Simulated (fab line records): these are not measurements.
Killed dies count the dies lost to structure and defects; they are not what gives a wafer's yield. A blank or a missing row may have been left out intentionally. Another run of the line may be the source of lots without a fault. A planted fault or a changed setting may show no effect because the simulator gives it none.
Matching of chambers -- flow n5Finfet -- rieDiel-01 running N5_BEOL_M0_SAQP_STRIP_86: 4 sister chambers
The step strips in N2/H2. 4 wafers are shown with their chamber, then 8 later ones without.

## WAFERS PAIRED WITH THEIR CHAMBERS
wafer,chamber,showerheadPlenumPTorr (Torr)
L088.1,1,3.28
L088.2,2,3.47
L088.3,0,3.39
L089.2,3,3.33

## WAFERS WITHOUT THEIR CHAMBER
wafer,showerheadPlenumPTorr (Torr)
L089.4,3.47
L089.6,3.33
L090.1,3.39
L090.3,3.47
L090.5,3.39
L094.2,3.46
L094.3,3.28
L094.5,3.38

## WHICH CHAMBER EACH WENT THROUGH
wafer,from the rows above,in truth
L089.4,2,2
L089.6,3,3
L090.1,0,0
L090.3,2,2
L090.5,0,0
L094.2,2,2
L094.3,1,1
L094.5,0,0
Correctly placed: 8 of 8. Not placeable from these rows: 0. Placed wrongly: 0.
How it was worked out, from the rows above alone: a wafer's distance from a chamber is the root of the sum, over the readings, of the square of ((its reading less the chamber's mean) divided by the reading's scatter). The wafer belongs to the nearest chamber; if the next one is less than 2 further off, it can't be placed. The mean given for a chamber averages the wafers shown for that chamber. The scatter: root of mean squared gap, hidden wafer to nearest shown wafer, with one shown wafer a chamber.
